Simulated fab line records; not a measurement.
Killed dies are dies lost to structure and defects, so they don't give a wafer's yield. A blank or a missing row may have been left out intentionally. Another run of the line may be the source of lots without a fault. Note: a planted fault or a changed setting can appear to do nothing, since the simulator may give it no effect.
Which tool is to blame? / flow nandHarc / 24 lots, 72 wafers sampled, at 6 steps of a route of 1302

## WHAT THE GAUGES SHOWED, per wafer
The record lacks any reading of a measuring or inspecting step that a usual standard deviation could be used to judge.

## EACH LOT AND THE TOOL THAT RAN IT (in order: tool; ch and the chambers of the sampled wafers; start)
lot=L074; NHARC_A_CHANNEL_FILL_D2_ALD_14=aldHk-03 ch 1,3, day 13 19:19; NHARC_A_STAIRCASE_ETCH_15=rieDiel-10 ch 0,2,3, no start; NHARC_A_STAIRCASE_ETCH_221=rieDiel-10 ch 0,2,3, no start; NHARC_A_STAIRCASE_ETCH_227=rieDiel-10 ch 0,3, no start; NHARC_A_STAIRCASE_ETCH_232=rieDiel-11 ch 0,2,3, no start; NHARC_A_STAIRCASE_ETCH_234=rieDiel-11 ch 0,3, no start
lot=L075; NHARC_A_CHANNEL_FILL_D2_ALD_14=aldHk-04 ch 0,1,2, day 14 03:02; NHARC_A_STAIRCASE_ETCH_15=rieDiel-10 ch 0,2,3, no start; NHARC_A_STAIRCASE_ETCH_221=rieDiel-10 ch 2,3, no start; NHARC_A_STAIRCASE_ETCH_227=rieDiel-10 ch 0,3, no start; NHARC_A_STAIRCASE_ETCH_232=rieDiel-10 ch 0,2,3, no start; NHARC_A_STAIRCASE_ETCH_234=rieDiel-10 ch 2,3, no start
lot=L076; NHARC_A_CHANNEL_FILL_D2_ALD_14=aldHk-02 ch 0,1,2, day 14 03:06; NHARC_A_STAIRCASE_ETCH_15=rieDiel-10 ch 0,2,3, no start; NHARC_A_STAIRCASE_ETCH_221=rieDiel-07 ch 1,2,3, no start; NHARC_A_STAIRCASE_ETCH_227=rieDiel-07 ch 0,1, no start; NHARC_A_STAIRCASE_ETCH_232=rieDiel-10 ch 0,1,3, no start; NHARC_A_STAIRCASE_ETCH_234=rieDiel-10 ch 1,2, no start
lot=L077; NHARC_A_CHANNEL_FILL_D2_ALD_14=aldHk-02 ch 1,3, day 15 10:43; NHARC_A_STAIRCASE_ETCH_15=rieDiel-07 ch 1,2,3, no start; NHARC_A_STAIRCASE_ETCH_221=rieDiel-07 ch 0,1,3, no start; NHARC_A_STAIRCASE_ETCH_227=rieDiel-07 ch 1,2,3, no start; NHARC_A_STAIRCASE_ETCH_232=rieDiel-07 ch 1,2,3, no start; NHARC_A_STAIRCASE_ETCH_234=rieDiel-07 ch 2,3, no start
lot=L079; NHARC_A_CHANNEL_FILL_D2_ALD_14=aldHk-03 ch 0,1, day 15 16:08; NHARC_A_STAIRCASE_ETCH_15=rieDiel-10 ch 0,2,3, no start; NHARC_A_STAIRCASE_ETCH_221=rieDiel-07 ch 0,1,3, no start; NHARC_A_STAIRCASE_ETCH_227=rieDiel-07 ch 0,1,3, no start; NHARC_A_STAIRCASE_ETCH_232=rieDiel-11 ch 0,1, no start; NHARC_A_STAIRCASE_ETCH_234=rieDiel-11 ch 1,2, no start
lot=L078; NHARC_A_CHANNEL_FILL_D2_ALD_14=aldHk-04 ch 1,3, day 15 16:08; NHARC_A_STAIRCASE_ETCH_15=rieDiel-07 ch 2,3, no start; NHARC_A_STAIRCASE_ETCH_221=rieDiel-10 ch 1,2,3, no start; NHARC_A_STAIRCASE_ETCH_227=rieDiel-10 ch 0,1,3, no start; NHARC_A_STAIRCASE_ETCH_232=rieDiel-07 ch 0,1,3, no start; NHARC_A_STAIRCASE_ETCH_234=rieDiel-07 ch 0,3, no start
lot=L080; NHARC_A_CHANNEL_FILL_D2_ALD_14=aldHk-04 ch 0,1,2, day 16 08:10; NHARC_A_STAIRCASE_ETCH_15=rieDiel-11 ch 0,1,3, no start; NHARC_A_STAIRCASE_ETCH_221=rieDiel-11 ch 2,3, no start; NHARC_A_STAIRCASE_ETCH_227=rieDiel-11 ch 0,1,2, no start; NHARC_A_STAIRCASE_ETCH_232=rieDiel-11 ch 1,2, no start; NHARC_A_STAIRCASE_ETCH_234=rieDiel-11 ch 0,1,3, no start
lot=L082; NHARC_A_CHANNEL_FILL_D2_ALD_14=aldHk-03 ch 0,3, day 17 00:16; NHARC_A_STAIRCASE_ETCH_15=rieDiel-11 ch 1,2, no start; NHARC_A_STAIRCASE_ETCH_221=rieDiel-10 ch 1,2,3, no start; NHARC_A_STAIRCASE_ETCH_227=rieDiel-10 ch 0,1,3, no start; NHARC_A_STAIRCASE_ETCH_232=rieDiel-10 ch 0,1,3, no start; NHARC_A_STAIRCASE_ETCH_234=rieDiel-10 ch 1,3, no start
lot=L081; NHARC_A_CHANNEL_FILL_D2_ALD_14=aldHk-04 ch 2,3, day 17 00:17; NHARC_A_STAIRCASE_ETCH_15=rieDiel-07 ch 0,1, no start; NHARC_A_STAIRCASE_ETCH_221=rieDiel-10 ch 0,1,3, no start; NHARC_A_STAIRCASE_ETCH_227=rieDiel-10 ch 0,1, no start; NHARC_A_STAIRCASE_ETCH_232=rieDiel-07 ch 0,3, no start; NHARC_A_STAIRCASE_ETCH_234=rieDiel-07 ch 1,3, no start
lot=L084; NHARC_A_CHANNEL_FILL_D2_ALD_14=aldHk-02 ch 0,1,3, day 17 13:13; NHARC_A_STAIRCASE_ETCH_15=rieDiel-07 ch 2,3, no start; NHARC_A_STAIRCASE_ETCH_221=rieDiel-10 ch 0,1,3, no start; NHARC_A_STAIRCASE_ETCH_227=rieDiel-10 ch 0,1, no start; NHARC_A_STAIRCASE_ETCH_232=rieDiel-10 ch 0,1,3, no start; NHARC_A_STAIRCASE_ETCH_234=rieDiel-10 ch 0,1,3, no start
lot=L083; NHARC_A_CHANNEL_FILL_D2_ALD_14=aldHk-04 ch 0,2,3, day 17 17:26; NHARC_A_STAIRCASE_ETCH_15=rieDiel-11 ch 0,1,2, no start; NHARC_A_STAIRCASE_ETCH_221=rieDiel-11 ch 0,1,2, no start; NHARC_A_STAIRCASE_ETCH_227=rieDiel-11 ch 1,2,3, no start; NHARC_A_STAIRCASE_ETCH_232=rieDiel-11 ch 1,2,3, no start; NHARC_A_STAIRCASE_ETCH_234=rieDiel-11 ch 0,1,3, no start
lot=L085; NHARC_A_CHANNEL_FILL_D2_ALD_14=aldHk-04 ch 0,2,3, day 18 05:33; NHARC_A_STAIRCASE_ETCH_15=rieDiel-11 ch 1,2,3, no start; NHARC_A_STAIRCASE_ETCH_221=rieDiel-10 ch 1,3, no start; NHARC_A_STAIRCASE_ETCH_227=rieDiel-10 ch 0,1, no start; NHARC_A_STAIRCASE_ETCH_232=rieDiel-07 ch 0,1,3, no start; NHARC_A_STAIRCASE_ETCH_234=rieDiel-07 ch 1,2, no start
lot=L086; NHARC_A_CHANNEL_FILL_D2_ALD_14=aldHk-04 ch 1,2,3, day 18 13:30; NHARC_A_STAIRCASE_ETCH_15=rieDiel-11 ch 0,1, no start; NHARC_A_STAIRCASE_ETCH_221=rieDiel-10 ch 1,2,3, no start; NHARC_A_STAIRCASE_ETCH_227=rieDiel-10 ch 0,3, no start; NHARC_A_STAIRCASE_ETCH_232=rieDiel-10 ch 0,2,3, no start; NHARC_A_STAIRCASE_ETCH_234=rieDiel-10 ch 0,1,3, no start
lot=L088; NHARC_A_CHANNEL_FILL_D2_ALD_14=aldHk-03 ch 0,1,2, day 19 16:56; NHARC_A_STAIRCASE_ETCH_15=rieDiel-10 ch 1,2, no start; NHARC_A_STAIRCASE_ETCH_221=rieDiel-11 ch 2,3, no start; NHARC_A_STAIRCASE_ETCH_227=rieDiel-11 ch 0,1,3, no start; NHARC_A_STAIRCASE_ETCH_232=rieDiel-11 ch 0,2,3, no start; NHARC_A_STAIRCASE_ETCH_234=rieDiel-11 ch 0,2,3, no start
lot=L087; NHARC_A_CHANNEL_FILL_D2_ALD_14=aldHk-03 ch 1,2,3, day 19 17:10; NHARC_A_STAIRCASE_ETCH_15=rieDiel-11 ch 1,2, no start; NHARC_A_STAIRCASE_ETCH_221=rieDiel-10 ch 1,2,3, no start; NHARC_A_STAIRCASE_ETCH_227=rieDiel-10 ch 2,3, no start; NHARC_A_STAIRCASE_ETCH_232=rieDiel-07 ch 2,3, no start; NHARC_A_STAIRCASE_ETCH_234=rieDiel-07 ch 0,3, no start
lot=L089; NHARC_A_CHANNEL_FILL_D2_ALD_14=aldHk-04 ch 0,1,3, day 19 21:06; NHARC_A_STAIRCASE_ETCH_15=rieDiel-10 ch 1,2,3, no start; NHARC_A_STAIRCASE_ETCH_221=rieDiel-10 ch 0,2,3, no start; NHARC_A_STAIRCASE_ETCH_227=rieDiel-10 ch 0,2,3, no start; NHARC_A_STAIRCASE_ETCH_232=rieDiel-10 ch 0,2,3, no start; NHARC_A_STAIRCASE_ETCH_234=rieDiel-10 ch 0,1,2, no start
lot=L090; NHARC_A_CHANNEL_FILL_D2_ALD_14=aldHk-03 ch 0,1,3, day 20 14:56; NHARC_A_STAIRCASE_ETCH_15=rieDiel-10 ch 0,1,2, no start; NHARC_A_STAIRCASE_ETCH_221=rieDiel-10 ch 1,2, no start; NHARC_A_STAIRCASE_ETCH_227=rieDiel-10 ch 0,1,2, no start; NHARC_A_STAIRCASE_ETCH_232=rieDiel-11 ch 0,2,3, no start; NHARC_A_STAIRCASE_ETCH_234=rieDiel-11 ch 0,3, no start
lot=L091; NHARC_A_CHANNEL_FILL_D2_ALD_14=aldHk-03 ch 0,1, day 20 17:47; NHARC_A_STAIRCASE_ETCH_15=rieDiel-07 ch 1,2,3, no start; NHARC_A_STAIRCASE_ETCH_221=rieDiel-07 ch 0,1,3, no start; NHARC_A_STAIRCASE_ETCH_227=rieDiel-07 ch 2,3, no start; NHARC_A_STAIRCASE_ETCH_232=rieDiel-07 ch 2,3, no start; NHARC_A_STAIRCASE_ETCH_234=rieDiel-07 ch 0,1,2, no start
lot=L093; NHARC_A_CHANNEL_FILL_D2_ALD_14=aldHk-04 ch 0,2,3, day 21 09:42; NHARC_A_STAIRCASE_ETCH_15=rieDiel-07 ch 0,3, no start; NHARC_A_STAIRCASE_ETCH_221=rieDiel-07 ch 1,2, no start; NHARC_A_STAIRCASE_ETCH_227=rieDiel-07 ch 0,3, no start; NHARC_A_STAIRCASE_ETCH_232=rieDiel-07 ch 0,1,2, no start; NHARC_A_STAIRCASE_ETCH_234=rieDiel-07 ch 0,2,3, no start
lot=L092; NHARC_A_CHANNEL_FILL_D2_ALD_14=aldHk-02 ch 0,1,3, day 21 09:46; NHARC_A_STAIRCASE_ETCH_15=rieDiel-10 ch 1,3, no start; NHARC_A_STAIRCASE_ETCH_221=rieDiel-07 ch 0,3, no start; NHARC_A_STAIRCASE_ETCH_227=rieDiel-07 ch 0,1, no start; NHARC_A_STAIRCASE_ETCH_232=rieDiel-10 ch 2,3, no start; NHARC_A_STAIRCASE_ETCH_234=rieDiel-10 ch 1,2,3, no start
lot=L094; NHARC_A_CHANNEL_FILL_D2_ALD_14=aldHk-03 ch 0,2, day 21 18:46; NHARC_A_STAIRCASE_ETCH_15=rieDiel-10 ch 0,1,2, no start; NHARC_A_STAIRCASE_ETCH_221=rieDiel-07 ch 0,1, no start; NHARC_A_STAIRCASE_ETCH_227=rieDiel-07 ch 1,3, no start; NHARC_A_STAIRCASE_ETCH_232=rieDiel-07 ch 1,2,3, no start; NHARC_A_STAIRCASE_ETCH_234=rieDiel-07 ch 1,3, no start
lot=L095; NHARC_A_CHANNEL_FILL_D2_ALD_14=aldHk-02 ch 1,2,3, day 22 12:58; NHARC_A_STAIRCASE_ETCH_15=rieDiel-11 ch 1,2, no start; NHARC_A_STAIRCASE_ETCH_221=rieDiel-11 ch 0,2,3, no start; NHARC_A_STAIRCASE_ETCH_227=rieDiel-11 ch 0,2,3, no start; NHARC_A_STAIRCASE_ETCH_232=rieDiel-11 ch 1,2, no start; NHARC_A_STAIRCASE_ETCH_234=rieDiel-11 ch 0,1,2, no start
lot=L096; NHARC_A_CHANNEL_FILL_D2_ALD_14=aldHk-04 ch 0,1, day 22 20:54; NHARC_A_STAIRCASE_ETCH_15=rieDiel-10 ch 0,3, no start; NHARC_A_STAIRCASE_ETCH_221=rieDiel-11 ch 2,3, no start; NHARC_A_STAIRCASE_ETCH_227=rieDiel-11 ch 0,1,3, no start; NHARC_A_STAIRCASE_ETCH_232=rieDiel-11 ch 0,1,2, no start; NHARC_A_STAIRCASE_ETCH_234=rieDiel-11 ch 0,2,3, no start
lot=L097; NHARC_A_CHANNEL_FILL_D2_ALD_14=aldHk-02 ch 1,2,3, day 23 04:09; NHARC_A_STAIRCASE_ETCH_15=rieDiel-10 ch 0,1,2, no start; NHARC_A_STAIRCASE_ETCH_221=rieDiel-10 ch 0,1,3, no start; NHARC_A_STAIRCASE_ETCH_227=rieDiel-10 ch 0,1,3, no start; NHARC_A_STAIRCASE_ETCH_232=rieDiel-10 ch 0,1, no start; NHARC_A_STAIRCASE_ETCH_234=rieDiel-10 ch 0,1,3, no start
- NHARC_A_CHANNEL_FILL_D2_ALD_14: deposits SiO2, target thk 2.5 nm, pulse time 10 s, ald cycles 25.
- NHARC_A_STAIRCASE_ETCH_15: etches the open film in C4F8/O2, target depth 100 nm, time 40.5 s.
- NHARC_A_STAIRCASE_ETCH_221: etches the open film in C4F8/O2, target depth 100 nm, time 40.5 s.
- NHARC_A_STAIRCASE_ETCH_227: etches the open film in C4F8/O2, target depth 100 nm, time 40.5 s.
- NHARC_A_STAIRCASE_ETCH_232: etches the open film in C4F8/O2, target depth 100 nm, time 40.5 s.
- NHARC_A_STAIRCASE_ETCH_234: etches the open film in C4F8/O2, target depth 100 nm, time 40.5 s.

## AS READ BY THE TOOLS THEMSELVES (means over the sampled wafers that have a number; for cases with no such wafer, the mark the record gives instead)
NHARC_A_CHANNEL_FILL_D2_ALD_14. Usual: heaterPowerW 475 W, standard deviation 47; precursorPulseHeightRel 1.000, standard deviation 0.02.
lot=L074; tool=aldHk-03; heaterPowerW (W)=515; precursorPulseHeightRel=1.002; flag=
lot=L075; tool=aldHk-04; heaterPowerW (W)=457; precursorPulseHeightRel=0.994; flag=
lot=L076; tool=aldHk-02; heaterPowerW (W)=489; precursorPulseHeightRel=0.986; flag=
lot=L077; tool=aldHk-02; heaterPowerW (W)=444; precursorPulseHeightRel=1.017; flag=
lot=L079; tool=aldHk-03; heaterPowerW (W)=423; precursorPulseHeightRel=1.015; flag=
lot=L078; tool=aldHk-04; heaterPowerW (W)=474; precursorPulseHeightRel=0.994; flag=
lot=L080; tool=aldHk-04; heaterPowerW (W)=464; precursorPulseHeightRel=0.985; flag=
lot=L082; tool=aldHk-03; heaterPowerW (W)=530; precursorPulseHeightRel=1.004; flag=
lot=L081; tool=aldHk-04; heaterPowerW (W)=470; precursorPulseHeightRel=0.982; flag=
lot=L084; tool=aldHk-02; heaterPowerW (W)=441; precursorPulseHeightRel=1.004; flag=
lot=L083; tool=aldHk-04; heaterPowerW (W)=475; precursorPulseHeightRel=1.000; flag=
lot=L085; tool=aldHk-04; heaterPowerW (W)=476; precursorPulseHeightRel=1.012; flag=
lot=L086; tool=aldHk-04; heaterPowerW (W)=467; precursorPulseHeightRel=1.012; flag=
lot=L088; tool=aldHk-03; heaterPowerW (W)=481; precursorPulseHeightRel=1.003; flag=
lot=L087; tool=aldHk-03; heaterPowerW (W)=513; precursorPulseHeightRel=0.998; flag=
lot=L089; tool=aldHk-04; heaterPowerW (W)=474; precursorPulseHeightRel=1.001; flag=
lot=L090; tool=aldHk-03; heaterPowerW (W)=487; precursorPulseHeightRel=1.012; flag=
lot=L091; tool=aldHk-03; heaterPowerW (W)=437; precursorPulseHeightRel=0.990; flag=
lot=L093; tool=aldHk-04; heaterPowerW (W)=476; precursorPulseHeightRel=1.023; flag=
lot=L092; tool=aldHk-02; heaterPowerW (W)=446; precursorPulseHeightRel=0.983; flag=
lot=L094; tool=aldHk-03; heaterPowerW (W)=512; precursorPulseHeightRel=1.001; flag=
lot=L095; tool=aldHk-02; heaterPowerW (W)=481; precursorPulseHeightRel=1.019; flag=
lot=L096; tool=aldHk-04; heaterPowerW (W)=491; precursorPulseHeightRel=0.992; flag=
lot=L097; tool=aldHk-02; heaterPowerW (W)=480; precursorPulseHeightRel=0.997; flag=

NHARC_A_STAIRCASE_ETCH_15. Usual: oesProductAu 0.948 a.u., standard deviation 0.011; rfVppV 895 V, standard deviation 5.
lot=L074; tool=rieDiel-10; oesProductAu (a.u.)=0.948; rfVppV (V)=894; flag=
lot=L075; tool=rieDiel-10; oesProductAu (a.u.)=0.948; rfVppV (V)=894; flag=
lot=L076; tool=rieDiel-10; oesProductAu (a.u.)=0.953; rfVppV (V)=893; flag=
lot=L077; tool=rieDiel-07; oesProductAu (a.u.)=0.938; rfVppV (V)=893; flag=
lot=L079; tool=rieDiel-10; oesProductAu (a.u.)=0.946; rfVppV (V)=893; flag=
lot=L078; tool=rieDiel-07; oesProductAu (a.u.)=0.941; rfVppV (V)=892; flag=
lot=L080; tool=rieDiel-11; oesProductAu (a.u.)=0.958; rfVppV (V)=900; flag=
lot=L082; tool=rieDiel-11; oesProductAu (a.u.)=0.938; rfVppV (V)=895; flag=
lot=L081; tool=rieDiel-07; oesProductAu (a.u.)=0.936; rfVppV (V)=896; flag=
lot=L084; tool=rieDiel-07; oesProductAu (a.u.)=0.948; rfVppV (V)=891; flag=
lot=L083; tool=rieDiel-11; oesProductAu (a.u.)=0.955; rfVppV (V)=897; flag=
lot=L085; tool=rieDiel-11; oesProductAu (a.u.)=0.951; rfVppV (V)=895; flag=
lot=L086; tool=rieDiel-11; oesProductAu (a.u.)=0.960; rfVppV (V)=900; flag=
lot=L088; tool=rieDiel-10; oesProductAu (a.u.)=0.949; rfVppV (V)=897; flag=
lot=L087; tool=rieDiel-11; oesProductAu (a.u.)=0.944; rfVppV (V)=896; flag=
lot=L089; tool=rieDiel-10; oesProductAu (a.u.)=0.944; rfVppV (V)=899; flag=
lot=L090; tool=rieDiel-10; oesProductAu (a.u.)=0.956; rfVppV (V)=898; flag=
lot=L091; tool=rieDiel-07; oesProductAu (a.u.)=0.939; rfVppV (V)=892; flag=
lot=L093; tool=rieDiel-07; oesProductAu (a.u.)=0.942; rfVppV (V)=893; flag=
lot=L092; tool=rieDiel-10; oesProductAu (a.u.)=0.937; rfVppV (V)=894; flag=
lot=L094; tool=rieDiel-10; oesProductAu (a.u.)=0.941; rfVppV (V)=897; flag=
lot=L095; tool=rieDiel-11; oesProductAu (a.u.)=0.962; rfVppV (V)=892; flag=
lot=L096; tool=rieDiel-10; oesProductAu (a.u.)=0.956; rfVppV (V)=895; flag=
lot=L097; tool=rieDiel-10; oesProductAu (a.u.)=0.951; rfVppV (V)=896; flag=

NHARC_A_STAIRCASE_ETCH_221. Usual: oesProductAu 0.948 a.u., standard deviation 0.015; rfVppV 895 V, standard deviation 5.1.
lot=L074; tool=rieDiel-10; oesProductAu (a.u.)=0.952; rfVppV (V)=892; flag=
lot=L075; tool=rieDiel-10; oesProductAu (a.u.)=0.944; rfVppV (V)=895; flag=
lot=L076; tool=rieDiel-07; oesProductAu (a.u.)=0.944; rfVppV (V)=893; flag=
lot=L077; tool=rieDiel-07; oesProductAu (a.u.)=0.961; rfVppV (V)=895; flag=
lot=L079; tool=rieDiel-07; oesProductAu (a.u.)=0.928; rfVppV (V)=895; flag=
lot=L078; tool=rieDiel-10; oesProductAu (a.u.)=0.957; rfVppV (V)=893; flag=
lot=L080; tool=rieDiel-11; oesProductAu (a.u.)=0.965; rfVppV (V)=896; flag=
lot=L082; tool=rieDiel-10; oesProductAu (a.u.)=0.950; rfVppV (V)=899; flag=
lot=L081; tool=rieDiel-10; oesProductAu (a.u.)=0.936; rfVppV (V)=894; flag=
lot=L084; tool=rieDiel-10; oesProductAu (a.u.)=0.942; rfVppV (V)=894; flag=
lot=L083; tool=rieDiel-11; oesProductAu (a.u.)=0.951; rfVppV (V)=897; flag=
lot=L085; tool=rieDiel-10; oesProductAu (a.u.)=0.918; rfVppV (V)=894; flag=
lot=L086; tool=rieDiel-10; oesProductAu (a.u.)=0.952; rfVppV (V)=898; flag=
lot=L088; tool=rieDiel-11; oesProductAu (a.u.)=0.947; rfVppV (V)=896; flag=
lot=L087; tool=rieDiel-10; oesProductAu (a.u.)=0.962; rfVppV (V)=897; flag=
lot=L089; tool=rieDiel-10; oesProductAu (a.u.)=0.940; rfVppV (V)=899; flag=
lot=L090; tool=rieDiel-10; oesProductAu (a.u.)=0.962; rfVppV (V)=900; flag=
lot=L091; tool=rieDiel-07; oesProductAu (a.u.)=0.950; rfVppV (V)=894; flag=
lot=L093; tool=rieDiel-07; oesProductAu (a.u.)=0.955; rfVppV (V)=889; flag=
lot=L092; tool=rieDiel-07; oesProductAu (a.u.)=0.929; rfVppV (V)=893; flag=
lot=L094; tool=rieDiel-07; oesProductAu (a.u.)=0.957; rfVppV (V)=895; flag=
lot=L095; tool=rieDiel-11; oesProductAu (a.u.)=0.952; rfVppV (V)=896; flag=
lot=L096; tool=rieDiel-11; oesProductAu (a.u.)=0.942; rfVppV (V)=895; flag=
lot=L097; tool=rieDiel-10; oesProductAu (a.u.)=0.925; rfVppV (V)=894; flag=

NHARC_A_STAIRCASE_ETCH_227. Usual: oesProductAu 0.946 a.u., standard deviation 0.011; rfVppV 895 V, standard deviation 4.7.
lot=L074; tool=rieDiel-10; oesProductAu (a.u.)=0.947; rfVppV (V)=897; flag=
lot=L075; tool=rieDiel-10; oesProductAu (a.u.)=0.953; rfVppV (V)=897; flag=
lot=L076; tool=rieDiel-07; oesProductAu (a.u.)=0.947; rfVppV (V)=897; flag=
lot=L077; tool=rieDiel-07; oesProductAu (a.u.)=0.942; rfVppV (V)=893; flag=
lot=L079; tool=rieDiel-07; oesProductAu (a.u.)=0.949; rfVppV (V)=894; flag=
lot=L078; tool=rieDiel-10; oesProductAu (a.u.)=0.940; rfVppV (V)=895; flag=
lot=L080; tool=rieDiel-11; oesProductAu (a.u.)=0.950; rfVppV (V)=897; flag=
lot=L082; tool=rieDiel-10; oesProductAu (a.u.)=0.934; rfVppV (V)=895; flag=
lot=L081; tool=rieDiel-10; oesProductAu (a.u.)=0.925; rfVppV (V)=893; flag=
lot=L084; tool=rieDiel-10; oesProductAu (a.u.)=0.947; rfVppV (V)=894; flag=
lot=L083; tool=rieDiel-11; oesProductAu (a.u.)=0.948; rfVppV (V)=895; flag=
lot=L085; tool=rieDiel-10; oesProductAu (a.u.)=0.948; rfVppV (V)=893; flag=
lot=L086; tool=rieDiel-10; oesProductAu (a.u.)=0.949; rfVppV (V)=895; flag=
lot=L088; tool=rieDiel-11; oesProductAu (a.u.)=0.956; rfVppV (V)=899; flag=
lot=L087; tool=rieDiel-10; oesProductAu (a.u.)=0.958; rfVppV (V)=903; flag=
lot=L089; tool=rieDiel-10; oesProductAu (a.u.)=0.958; rfVppV (V)=899; flag=
lot=L090; tool=rieDiel-10; oesProductAu (a.u.)=0.953; rfVppV (V)=896; flag=
lot=L091; tool=rieDiel-07; oesProductAu (a.u.)=0.929; rfVppV (V)=890; flag=
lot=L093; tool=rieDiel-07; oesProductAu (a.u.)=0.941; rfVppV (V)=893; flag=
lot=L092; tool=rieDiel-07; oesProductAu (a.u.)=0.943; rfVppV (V)=894; flag=
lot=L094; tool=rieDiel-07; oesProductAu (a.u.)=0.940; rfVppV (V)=894; flag=
lot=L095; tool=rieDiel-11; oesProductAu (a.u.)=0.942; rfVppV (V)=897; flag=
lot=L096; tool=rieDiel-11; oesProductAu (a.u.)=0.949; rfVppV (V)=900; flag=
lot=L097; tool=rieDiel-10; oesProductAu (a.u.)=0.946; rfVppV (V)=894; flag=

NHARC_A_STAIRCASE_ETCH_232. Usual: oesProductAu 0.948 a.u., standard deviation 0.012; rfVppV 896 V, standard deviation 4.9.
lot=L074; tool=rieDiel-11; oesProductAu (a.u.)=0.937; rfVppV (V)=899; flag=
lot=L075; tool=rieDiel-10; oesProductAu (a.u.)=0.941; rfVppV (V)=893; flag=
lot=L076; tool=rieDiel-10; oesProductAu (a.u.)=0.947; rfVppV (V)=895; flag=
lot=L077; tool=rieDiel-07; oesProductAu (a.u.)=0.933; rfVppV (V)=892; flag=
lot=L079; tool=rieDiel-11; oesProductAu (a.u.)=0.950; rfVppV (V)=902; flag=
lot=L078; tool=rieDiel-07; oesProductAu (a.u.)=0.951; rfVppV (V)=895; flag=
lot=L080; tool=rieDiel-11; oesProductAu (a.u.)=0.944; rfVppV (V)=896; flag=
lot=L082; tool=rieDiel-10; oesProductAu (a.u.)=0.940; rfVppV (V)=895; flag=
lot=L081; tool=rieDiel-07; oesProductAu (a.u.)=0.954; rfVppV (V)=893; flag=
lot=L084; tool=rieDiel-10; oesProductAu (a.u.)=0.945; rfVppV (V)=894; flag=
lot=L083; tool=rieDiel-11; oesProductAu (a.u.)=0.953; rfVppV (V)=895; flag=
lot=L085; tool=rieDiel-07; oesProductAu (a.u.)=0.947; rfVppV (V)=895; flag=
lot=L086; tool=rieDiel-10; oesProductAu (a.u.)=0.948; rfVppV (V)=899; flag=
lot=L088; tool=rieDiel-11; oesProductAu (a.u.)=0.953; rfVppV (V)=898; flag=
lot=L087; tool=rieDiel-07; oesProductAu (a.u.)=0.958; rfVppV (V)=890; flag=
lot=L089; tool=rieDiel-10; oesProductAu (a.u.)=0.959; rfVppV (V)=899; flag=
lot=L090; tool=rieDiel-11; oesProductAu (a.u.)=0.968; rfVppV (V)=898; flag=
lot=L091; tool=rieDiel-07; oesProductAu (a.u.)=0.950; rfVppV (V)=890; flag=
lot=L093; tool=rieDiel-07; oesProductAu (a.u.)=0.941; rfVppV (V)=891; flag=
lot=L092; tool=rieDiel-10; oesProductAu (a.u.)=0.966; rfVppV (V)=900; flag=
lot=L094; tool=rieDiel-07; oesProductAu (a.u.)=0.949; rfVppV (V)=892; flag=
lot=L095; tool=rieDiel-11; oesProductAu (a.u.)=0.948; rfVppV (V)=892; flag=
lot=L096; tool=rieDiel-11; oesProductAu (a.u.)=0.950; rfVppV (V)=896; flag=
lot=L097; tool=rieDiel-10; oesProductAu (a.u.)=0.933; rfVppV (V)=893; flag=

NHARC_A_STAIRCASE_ETCH_234. Usual: oesProductAu 0.948 a.u., standard deviation 0.011; rfVppV 895 V, standard deviation 4.6.
lot=L074; tool=rieDiel-11; oesProductAu (a.u.)=0.931; rfVppV (V)=903; flag=
lot=L075; tool=rieDiel-10; oesProductAu (a.u.)=0.954; rfVppV (V)=892; flag=
lot=L076; tool=rieDiel-10; oesProductAu (a.u.)=0.942; rfVppV (V)=891; flag=
lot=L077; tool=rieDiel-07; oesProductAu (a.u.)=0.946; rfVppV (V)=891; flag=
lot=L079; tool=rieDiel-11; oesProductAu (a.u.)=0.948; rfVppV (V)=896; flag=
lot=L078; tool=rieDiel-07; oesProductAu (a.u.)=0.954; rfVppV (V)=894; flag=
lot=L080; tool=rieDiel-11; oesProductAu (a.u.)=0.949; rfVppV (V)=900; flag=
lot=L082; tool=rieDiel-10; oesProductAu (a.u.)=0.946; rfVppV (V)=895; flag=
lot=L081; tool=rieDiel-07; oesProductAu (a.u.)=0.942; rfVppV (V)=894; flag=
lot=L084; tool=rieDiel-10; oesProductAu (a.u.)=0.935; rfVppV (V)=895; flag=
lot=L083; tool=rieDiel-11; oesProductAu (a.u.)=0.955; rfVppV (V)=901; flag=
lot=L085; tool=rieDiel-07; oesProductAu (a.u.)=0.949; rfVppV (V)=894; flag=
lot=L086; tool=rieDiel-10; oesProductAu (a.u.)=0.942; rfVppV (V)=895; flag=
lot=L088; tool=rieDiel-11; oesProductAu (a.u.)=0.947; rfVppV (V)=898; flag=
lot=L087; tool=rieDiel-07; oesProductAu (a.u.)=0.946; rfVppV (V)=893; flag=
lot=L089; tool=rieDiel-10; oesProductAu (a.u.)=0.961; rfVppV (V)=897; flag=
lot=L090; tool=rieDiel-11; oesProductAu (a.u.)=0.959; rfVppV (V)=900; flag=
lot=L091; tool=rieDiel-07; oesProductAu (a.u.)=0.956; rfVppV (V)=892; flag=
lot=L093; tool=rieDiel-07; oesProductAu (a.u.)=0.934; rfVppV (V)=891; flag=
lot=L092; tool=rieDiel-10; oesProductAu (a.u.)=0.957; rfVppV (V)=898; flag=
lot=L094; tool=rieDiel-07; oesProductAu (a.u.)=0.944; rfVppV (V)=894; flag=
lot=L095; tool=rieDiel-11; oesProductAu (a.u.)=0.946; rfVppV (V)=896; flag=
lot=L096; tool=rieDiel-11; oesProductAu (a.u.)=0.951; rfVppV (V)=897; flag=
lot=L097; tool=rieDiel-10; oesProductAu (a.u.)=0.945; rfVppV (V)=893; flag=

## THE ANSWER, worked out from the rows above alone
Rule: lot off if the mean of its wafers having a number is beyond 3 standard deviations from the usual mean. Also off: a lot with no number at a reading for which 4 or more lots have one. The other lots that the step has rows for count as sound. Order of review: gauges by route order, followed by the tools' own readings, for which a lot's mean as printed above is used. The first step at which some lot is off is used, and at that step the reading that is off furthest; a lot without a number counts as furthest.
None of the lots is off at any reading shown; this tells nothing.

## WHAT THE SIMULATOR HAD PUT IN
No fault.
